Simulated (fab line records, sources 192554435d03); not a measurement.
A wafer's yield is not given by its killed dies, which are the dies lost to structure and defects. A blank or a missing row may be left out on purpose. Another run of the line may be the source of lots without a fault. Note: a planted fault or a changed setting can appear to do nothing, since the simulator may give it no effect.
Chamber matching	flow n5-finfet	4 sister chambers for N5_BEOL_M6_STRIP_67 on rie-diel-05
The step strips in CF4. 4 wafers are shown with their chamber, then 7 later ones without.

== EACH WAFER AND ITS CHAMBER ==
wafer	chamber	drypump-motor-current-A (A)
L088.2	0	4.9
L088.6	1	5.6
L090.1	2	5.7
L090.3	3	5.0

== WAFERS WITH NO CHAMBER GIVEN ==
wafer	drypump-motor-current-A (A)
L090.5	5.6
L092.2	4.9
L092.4	4.9
L092.6	5.6
L096.2	4.8
L096.4	5.5
L096.6	5.6

== THE CHAMBER EACH PASSED THROUGH ==
wafer	from the rows above	in truth
L090.5	can't be placed: 1 or 2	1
L092.2	can't be placed: 0 or 3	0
L092.4	can't be placed: 0 or 3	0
L092.6	can't be placed: 1 or 2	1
L096.2	can't be placed: 0 or 3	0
L096.4	can't be placed: 1 or 2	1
L096.6	can't be placed: 1 or 2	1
Correct placement for 0 of the 7. These rows do not allow placing 7 (true chamber among the candidates in 7). Number placed wrongly: 0.
How it was worked out, from the rows above alone: a wafer's distance from a chamber is the root of the sum, over the readings, of the square of ((its reading less the chamber's mean) divided by the reading's scatter). If the next closest chamber is less than 2 further off than the closest, the wafer can't be placed; otherwise it belongs to the closest. For every chamber, the mean is computed from those of its wafers that are shown. The scatter: with one shown wafer a chamber, the root of the mean of the squares of how far each hidden wafer lies from its nearest shown one.
